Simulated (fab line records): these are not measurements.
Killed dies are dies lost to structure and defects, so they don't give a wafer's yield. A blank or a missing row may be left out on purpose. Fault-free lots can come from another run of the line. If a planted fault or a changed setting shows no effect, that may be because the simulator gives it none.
fab line records | flow nand-harc
record lots=5 wafers=15 last-day=33
route steps=1302 shown A_CHANNEL_HOLE_D1@456 END@1302
lots that met no fault: from a run of the same line without faults
start-h: start of the lot's first displayed wafer, in hours after the record's first day | wait-h: how many hours have passed since the lot's step before this one | " as in the row above | L1.1+2: a row that stands for several wafers | - value missing, or start not given | * or withheld: withheld | < > ~ a bound
route shown NAME@n: names a module that has steps shown in the file, with the first one's number in the route | usual: mean/standard deviation taken from wafers without a fault | same: alike in all rows | chamber/n: place in a boat | sites: readings site by site | _std_site: the standard deviation of these | _edge_site: inner sites' mean taken away from outer sites' mean | radius-mm: how far each site lies from the wafer's centre | mask NAME#n: copy n | behind: the last tool/chamber to shape the wafer | hold: the reason the lot was held/the length of the hold in hours/how it ended | device: names the non-switching transistor (n, p or np) | end of line: tests of these same wafers at the route's end | a step without rows: its recipe alone | killed: dies lost to structure and defects at the first sort, not the wafer's yield | map: dies across one wafer; x = killed, . = not, _ = none there
set.NAME: setting as actually run; set.NAME@STEP: the setting as run at that earlier step | model.NAME: the simulator's own value behind a step, which no gauge read
lots at selected steps of the route; one table per step, one row per wafer
services: when a tool's chamber went out of use (start-h, in hours from the record's first day, below 0 if earlier), for how many hours, and the reason
## steps
# step NHARC_A_CHANNEL_HOLE_D1_COAT_04
# recipe spin-rpm=1500 resist-thk-nm=90
# step NHARC_A_CHANNEL_HOLE_D1_SOFTBAKE_05
# recipe temp-c=105 time-s=55
# step NHARC_A_CHANNEL_HOLE_D1_EBR_06
# step NHARC_A_CHANNEL_HOLE_D1_EXPOSE_07
# recipe na=1.35 target-cd-nm=100 sigma-outer=0.3 dose-mj=59.65 mask-id=HOLE_D1
# step NHARC_A_CHANNEL_HOLE_D1_PEB_08
# recipe peb-temp-c=100 peb-time-s=65
# step NHARC_A_CHANNEL_HOLE_D1_DEVELOP_09
# recipe develop-time-s=35 dev-temp-c=23
# step NHARC_A_CHANNEL_HOLE_D1_CD_MEAS_10
# recipe target-cd-nm=100 landing-energy-ev=500
# usual cd-nm=100.2/0.46
# columns lot.wafer tool chamber start-h wait-h cd-nm
L851.2 cd-sem-01 0 240.17 - 100.3
L851.4 " 0 " " 100.4
L851.6 " 0 " " 100.2
L854.1 cd-sem-01 0 275.39 - 99.9
L854.2 " 0 " " 100.2
L854.3 " 0 " " 99.6
L859.2 cd-sem-01 0 323.21 - 100.4
L859.4 " 0 " " 100.6
L859.6 " 0 " " 100.2
L865.2 cd-sem-01 0 384.38 - 99.3
L865.4 " 0 " " 99.1
L865.5 " 0 " " 100.0
L867.3 cd-sem-02 0 390.12 - 100.6
L867.4 " 0 " " 100.7
L867.5 " 0 " " 99.9
# step NHARC_A_CHANNEL_HOLE_D1_OVL_MEAS_11
# usual overlay-x-nm=0.2/0.9 overlay-y-nm=-0.2/0.92
# columns lot.wafer tool chamber start-h wait-h overlay-x-nm overlay-y-nm
L851.2 overlay-01 - 240.26 - 1.2 -0.5
L851.4 " - " " 1.2 -0.9
L851.6 " - " " 0.9 -0.7
L854.1 overlay-02 - 275.48 - 0.6 -0.9
L854.2 " - " " 1.0 -0.1
L854.3 " - " " 1.0 -0.5
L859.2 overlay-01 - 323.29 - 0.9 -1.0
L859.4 " - " " 0.8 -0.8
L859.6 " - " " 0.7 -1.0
L865.2 overlay-01 - 384.46 - -1.6 0.1
L865.4 " - " " -1.9 0.8
L865.5 " - " " -1.9 0.4
L867.3 overlay-02 - 390.20 - -0.7 0.8
L867.4 " - " " 0.0 0.0
L867.5 " - " " 0.1 0.1
# step NHARC_A_CHANNEL_HOLE_D1_INSPECT_12
# usual raw-defect-count=5.2/2.5
# columns lot.wafer tool chamber start-h wait-h raw-defect-count
L851.2 defect-inspect-02 - 240.29 0.0 5
L851.4 " - " " 3
L851.6 " - " " 6
L854.1 defect-inspect-01 - 275.52 0.0 9
L854.2 " - " " 6
L854.3 " - " " 4
L859.2 defect-inspect-01 - 323.33 0.0 7
L859.4 " - " " 7
L859.6 " - " " 9
L865.2 defect-inspect-02 - 384.50 0.0 3
L865.4 " - " " 5
L865.5 " - " " 4
L867.3 defect-inspect-02 - 390.24 0.0 8
L867.4 " - " " 3
L867.5 " - " " 8
# step NHARC_A_CHANNEL_HOLE_D1_DESCUM_15
# recipe time-s=3 o2-flow-sccm=200 ar-flow-sccm=0 bias-power-w=0 chemistry=O2
# usual drypump-motor-current-A=5.7/0.37 oes-product-au=0.999/0.01 rf-vpp-V=57.6/0.85 showerhead-plenum-p-Torr=1.89/0.095 throttle-valve-pct=11.311/0.0091
# same bias-power-w=0
# columns lot.wafer tool chamber start-h wait-h drypump-motor-current-A oes-product-au rf-hours-counter-h rf-vpp-V showerhead-plenum-p-Torr throttle-valve-pct
L851.2 rie-diel-12 1 240.35 0.1 6.2 1.002 36 58.7 1.94 11.332
L851.4 " 3 " " 6.1 1.009 44 57.3 1.82 11.316
L851.6 " 1 " " 6.2 1.004 - 56.9 1.94 11.295
L854.1 rie-diel-08 0 275.59 0.1 5.2 1.010 7 56.6 2.03 11.311
L854.3 " 1 " " 6.2 1.000 7 56.2 1.79 11.327
L854.2 " 2 " " 5.3 1.015 8 57.7 1.95 11.318
L859.4 rie-diel-08 3 323.39 0.1 5.7 0.987 12 56.5 1.79 11.298
L859.2 " 2 " " 5.4 1.004 12 58.7 1.95 11.312
L859.6 " 3 " " 5.7 0.995 - 57.1 1.79 11.318
L865.4 rie-diel-08 2 384.56 0.1 5.4 0.994 1 58.2 1.95 11.334
L865.2 " 0 " " 5.2 1.007 1 59.3 2.03 11.305
L865.5 " 2 " " 5.4 0.988 - 57.2 1.95 11.307
L867.3 rie-diel-12 1 390.30 0.1 6.2 0.996 30 57.4 1.93 11.308
L867.4 " 0 " " 6.2 1.011 30 58.3 1.85 11.289
L867.5 " 1 " " 6.2 0.996 - 58.2 1.93 11.316
# step NHARC_A_CHANNEL_HOLE_D1_ETCH_38
# recipe target-depth-a=390 over-etch-frac=0.3 time-s=65 ion-energy-ev=80 cf4-flow-sccm=150 ar-flow-sccm=0 rf-w=300 bias-w=100 chemistry=CF4
# usual drypump-motor-current-A=5.7/0.39 oes-product-au=0.999/0.0095 rf-vpp-V=151.0/1.3 run-length-s=86.1/0.39 showerhead-plenum-p-Torr=1.75/0.081 throttle-valve-pct=13.284/0.0095
# columns lot.wafer tool chamber start-h wait-h drypump-motor-current-A oes-product-au rf-hours-counter-h rf-vpp-V run-length-s showerhead-plenum-p-Torr throttle-valve-pct
L851.2 rie-diel-12 0 240.44 0.1 6.2 1.025 42 151.0 85.9 1.72 13.288
L851.4 " 1 " " 6.2 1.005 36 151.8 86.0 1.79 13.274
L851.6 " 3 " " 6.1 1.002 - 149.8 86.5 1.69 13.273
L854.3 rie-diel-08 1 275.67 0.1 6.2 0.996 7 151.0 85.7 1.66 13.274
L854.1 " 2 " " 5.4 1.012 8 151.2 86.4 1.80 13.282
L854.2 " 3 " " 5.7 1.002 8 150.2 85.8 1.66 13.300
L859.2 rie-diel-08 3 323.47 0.1 5.7 0.998 12 148.8 85.3 1.66 13.281
L859.4 " 1 " " 6.2 0.994 11 150.1 85.9 1.66 13.285
L859.6 " 3 " " 5.7 0.991 - 149.5 85.8 1.66 13.288
L865.2 rie-diel-08 1 384.65 0.1 6.2 0.988 1 151.7 85.8 1.66 13.295
L865.4 " 3 " " 5.7 0.994 1 148.8 85.2 1.66 13.286
L865.5 " 1 " " 6.2 0.986 - 150.3 85.7 1.66 13.292
L867.4 rie-diel-12 1 390.39 0.1 6.2 0.985 30 151.8 85.9 1.78 13.290
L867.3 " 2 " " 5.6 1.009 36 150.6 86.2 1.79 13.288
L867.5 " 0 " " 6.2 0.999 - 150.7 86.2 1.71 13.292
# step NHARC_A_CHANNEL_HOLE_D1_ETCH_39
# recipe target-depth-a=2600 over-etch-frac=0.3 time-s=325 ion-energy-ev=200 n2-flow-sccm=150 h2-flow-sccm=150 ar-flow-sccm=0 rf-w=400 bias-w=150 chemistry=N2/H2
# usual drypump-motor-current-A=5.7/0.38 oes-product-au=0.999/0.0089 rf-vpp-V=430.0/2.9 run-length-s=346.1/0.36 showerhead-plenum-p-Torr=2.02/0.1 throttle-valve-pct=14.170/0.01
# columns lot.wafer tool chamber start-h wait-h drypump-motor-current-A oes-product-au rf-hours-counter-h rf-vpp-V run-length-s showerhead-plenum-p-Torr throttle-valve-pct
L851.4 rie-diel-12 1 - - 6.2 1.015 36 431.8 346.0 2.07 14.181
L851.2 " 2 " " 5.6 1.021 38 431.2 345.8 2.08 14.187
L851.6 " 1 " " 6.2 1.006 - 430.2 345.9 2.07 14.173
L854.2 rie-diel-08 3 - - 5.7 1.008 8 426.8 346.0 1.90 14.164
L854.1 " 0 " " 5.2 1.016 7 433.3 346.1 2.17 14.154
L854.3 " 1 " " 6.2 1.001 7 428.2 345.8 1.90 14.176
L859.2 rie-diel-08 3 - - 5.7 0.988 12 425.4 346.0 1.90 14.183
L859.4 " 1 " " 6.2 0.992 11 427.2 345.8 1.90 14.178
L859.6 " 3 " " 5.7 0.983 - 425.9 345.9 1.90 14.188
L865.2 rie-diel-08 1 - - 6.2 1.001 1 426.7 345.9 1.90 14.190
L865.4 " 0 " " 5.2 1.006 1 433.5 346.1 2.17 14.172
L865.5 " 1 " " 6.2 1.008 - 426.7 345.6 1.90 14.176
L867.4 rie-diel-12 1 - - 6.2 0.993 30 430.4 346.0 2.06 14.158
L867.3 " 3 " " 6.1 0.989 38 427.2 346.5 1.92 14.154
L867.5 " 1 " " 6.2 1.002 - 431.5 345.9 2.06 14.189
# step NHARC_A_CHANNEL_HOLE_D1_ETCH_34
# recipe target-depth-a=1540 time-s=77 cf4-flow-sccm=100 chf3-flow-sccm=30 ar-flow-sccm=0 rf-w=500 bias-w=200 chemistry=CF4/CHF3
# usual drypump-motor-current-A=5.7/0.39 oes-product-au=0.949/0.021 rf-vpp-V=370.1/2.6 run-length-s=98.1/0.41 showerhead-plenum-p-Torr=1.56/0.072 throttle-valve-pct=16.803/0.0086
# columns lot.wafer tool chamber start-h wait-h drypump-motor-current-A oes-product-au rf-hours-counter-h rf-vpp-V run-length-s showerhead-plenum-p-Torr throttle-valve-pct
L851.4 rie-diel-12 1 240.79 - 6.2 0.921 36 371.6 98.2 1.60 16.800
L851.2 " 2 " " 5.6 0.935 38 370.5 98.1 1.60 16.809
L851.6 " 0 " " 6.2 0.944 - 369.9 98.1 1.53 16.818
L854.2 rie-diel-08 2 276.02 - 5.3 0.938 8 373.5 98.7 1.60 16.792
L854.1 " 3 " " 5.7 0.922 8 367.7 97.6 1.48 16.797
L854.3 " 0 " " 5.2 0.933 7 374.4 98.5 1.67 16.798
L859.4 rie-diel-08 3 323.83 - 5.7 0.931 12 367.7 97.4 1.47 16.803
L859.2 " 0 " " 5.2 0.937 11 374.9 88.4 1.67 16.801
L859.6 " 2 " " 5.3 0.934 - 371.9 98.2 1.60 16.798
L865.4 rie-diel-08 2 384.99 - 5.3 0.957 1 371.7 98.8 1.60 16.809
L865.2 " 0 " " 5.2 0.977 1 374.1 98.6 1.67 16.813
L865.5 " 3 " " 5.7 0.967 - 367.0 97.4 1.47 16.807
L867.3 rie-diel-12 1 390.73 - 6.2 0.947 30 372.1 98.3 1.59 16.822
L867.4 " 0 " " 6.2 0.981 30 369.0 97.8 1.52 16.808
L867.5 " 2 " " 5.6 0.955 - 372.1 97.6 1.59 16.801
# step NHARC_A_CHANNEL_HOLE_D1_ETCH_16
# recipe target-depth-a=31000 over-etch-frac=0.3 time-s=806 ion-energy-ev=150 o2-flow-sccm=400 cos-flow-sccm=20 ar-flow-sccm=0 rf-w=500 bias-w=300 chemistry=O2/COS
# usual drypump-motor-current-A=5.7/0.39 oes-product-au=0.999/0.0094 rf-vpp-V=313.4/2.2 run-length-s=827.1/0.39 showerhead-plenum-p-Torr=3.08/0.14 throttle-valve-pct=28.331/0.0094
# columns lot.wafer tool chamber start-h wait-h drypump-motor-current-A oes-product-au rf-hours-counter-h rf-vpp-V run-length-s showerhead-plenum-p-Torr throttle-valve-pct
L851.4 rie-diel-12 0 - - 6.2 1.018 43 313.6 827.2 3.04 28.324
L851.2 " 1 " " 6.2 1.002 37 314.8 827.3 3.17 28.335
L851.6 " 2 " " 5.6 1.003 - 315.2 827.0 3.17 28.316
L854.3 rie-diel-08 2 - - 5.3 1.014 9 314.4 827.4 3.18 28.317
L854.2 " 3 " " 5.7 1.005 8 310.1 826.6 2.93 28.338
L854.1 " 0 " " 5.2 1.017 8 316.9 827.5 3.31 28.334
L859.4 rie-diel-08 1 - - 6.2 0.990 11 312.1 826.7 2.93 28.330
L859.2 " 3 " " 5.7 0.992 12 310.9 826.3 2.93 28.337
L859.6 " 1 " " 6.2 1.000 - 311.2 827.2 2.93 28.343
L865.4 rie-diel-08 0 - - 5.2 1.020 1 316.1 827.3 3.30 28.312
L865.2 " 3 " " 5.7 1.021 1 310.6 826.3 2.92 28.331
L865.5 " 0 " " 5.2 1.013 - 316.0 827.0 3.30 28.333
L867.3 rie-diel-12 0 - - 6.2 1.006 30 312.2 826.9 3.02 28.333
L867.4 " 1 " " 6.2 0.993 30 314.1 826.9 3.15 28.338
L867.5 " 0 " " 6.2 1.013 - 312.6 827.2 3.02 28.345
# step NHARC_END_SORT_01
# recipe temp-c=25
# usual killed-at-array=65/19 killed-at-other=0.9/1.1 killed-at-periphery=3.5/2.3 killed-dies=69/19 killed-open=3.2/1.8 killed-short=2.4/1.5
# same gross-dies=677
# columns lot.wafer tool chamber start-h wait-h killed-at-array killed-at-other killed-at-periphery killed-dies killed-open killed-short
L859.2 prober-01 0 705.76 2.8 575 1 2 578 1 3
# killed by level:class
L859.2 A_CHANNEL_HOLE_D1:area-etch=508 A_SLIT:chamber-film-flake=33 A_CHANNEL_HOLE_D1:chamber-film-flake=27 A_DECK1_JOINT:chamber-film-flake=2 P_GATE:geometric-particle:short=1 P_CONTACT:geometric-particle:short=1 A_CHANNEL_FILL_D1:geometric-particle:short=1 A_M0:geometric-particle:open=1
# map L859.2 (x killed, . not)
____________x____________
_________...x.xx_________
_______xx.x..x.x.x_______
______.x.x.x.xxxx.x______
_____x.xxxxxxx..xxxx_____
____xxxx.xxxxxxxxxxxx____
____.xxxxxxxxxxxxxxxx____
___.x.x.xxxxxxxxx.x.xx___
___xxxxxxxxxxxxxxxx.xx___
__.xxxxxxxxxxxxxx.xxx.x__
__xxxxxxxxxxxxxxxxxxxx.__
_.x.xx..xxxxxxxxxxxxxx.x_
_xx..xxxxxxxxxxxxxxxxxx._
_.xxxxxxxxxxxxxxxxxxxxx._
_x.xxxxxxxxxxxxxxxxxxxx._
_xxx.xxxxxxxxxxxxxxxxx.x_
.xxxxxxxxxxxxxxxxxxxxxxxx
..xxxxxxxxxxxxxxxxxxxxxxx
...x.xxxxxxxxxxxxxxxxxx.x
.xxxx.xxxxxxxxxxxxxxxxxxx
..xxxxxxxxxxxxxxxxxxxxx.x
_xxxxxxxxxxxxxxxxxxxxxxx_
_..xxxxxxxxxxxxxxxxxxx.x_
_.x.xxxxxxxxxxxxxxxxxxxx_
_...xxxxxxxxxxxxxxxxx.xx_
_x.xxxxxxxxxxxxxxxxxxxxx_
__xx.xxxxxxxxxxxxxxxxxx__
__.xxxxxxxxxxxxxxxxxxx.__
___.xxxxxxxxxxxxxxxxxx___
___x.xxxxxxxxxxxxx..xx___
____.xxxx..xxxxxxxxx.____
____.x.x.x.xxxxxxx.x.____
_____..x..xxxxxxxxxx_____
______.x.xx.xx.xxxx______
_______.x...xx.x.x_______
_________xxxx.x._________
____________x____________
# map L854.1 (x killed, . not)
____________.____________
_________......._________
_______..........._______
______.............______
_____..............._____
____.................____
____.................____
___...................___
___...................___
__.....................__
__.....................__
_.x.........x..........._
_.x........x.x.........._
_x.x.....xxx.x......x..._
_.........x..x.........._
_.........xxxx....x....._
....x.....x..x.xxx.xx....
..........xxx..x..x......
.x....x.....xxx.xxxxx....
...........x....xxxxxx...
..............xx...x.x...
_......x......x.xxxxx..._
_x..x...x.......xxxx...._
_...x..xx..x....x..x...._
_...x.xxx...x.....x....._
_....xxxxx........xx...._
__...xxxx..............__
__...xxx..x............__
___.xx.xxx............___
___.......x...........___
____.....x...........____
____.........x.......____
_____..xx..........._____
______.............______
_______x.........._______
_________......._________
____________.____________
## services
# columns tool chamber start-h hours kind
rie-diel-08 0 224.39 - clean
rie-diel-08 1 224.39 - clean
rie-diel-08 2 224.39 - clean
rie-diel-08 3 224.39 - clean
rie-diel-08 1 246.68 5.4 repair
rie-diel-08 0 248.89 - clean
rie-diel-08 2 248.89 - clean
rie-diel-08 3 248.89 - clean
rie-diel-12 1 264.73 13.7 repair
rie-diel-12 0 270.26 11.8 repair
rie-diel-12 - 270.42 9.0 pm
rie-diel-08 0 273.39 - clean
rie-diel-08 1 273.39 - clean
rie-diel-08 2 273.39 - clean
rie-diel-08 3 273.39 - clean
rie-diel-12 0 294.91 5.3 repair
rie-diel-08 2 297.66 5.6 repair
rie-diel-08 0 297.89 - clean
rie-diel-08 1 297.89 - clean
rie-diel-12 1 314.26 16.4 repair
rie-diel-08 2 331.28 20.0 repair
rie-diel-08 3 335.12 5.8 repair
rie-diel-08 - 367.90 9.0 pm
rie-diel-12 - 376.64 0.5 repair
## key
first-sign step=NHARC_A_CHANNEL_HOLE_D1_ETCH_34 reading=run-length-s direction=down sigmas=24 usual=* struck=*
effect step=NHARC_END_SORT_01 reading=killed-at-array direction=up sigmas=27 usual=65 struck=575
more-kills-born-at NHARC_A_CHANNEL_HOLE_D1_ETCH_34@rie-diel-08=508
met-at NHARC_A_CHANNEL_HOLE_D1_ETCH_34
struck-wafers L859.2
later-rows-left-out L859.2
tester-left-out L859
onset-between 276.02 323.83
fault kind=process-parameter-drift tool=rie-diel-08 chamber=0 onset-h=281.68 steps=NHARC_A_CHANNEL_HOLE_D1_ETCH_34 channel=time-s offset=* shape=step end-h=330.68 acts-in=* stated=*
# tester-left-out: of these lots the tester's yield and bins aren't shown, on N5 and GAA mostly nor the transistor test; their killed dies are dies lost to structure and defects alone, not to doping, threshold or leakage, so they don't give the yield
# later-rows-left-out: the simulator's readings of these wafers behind a module that went badly wrong aren't trusted and aren't shown, but for the sort
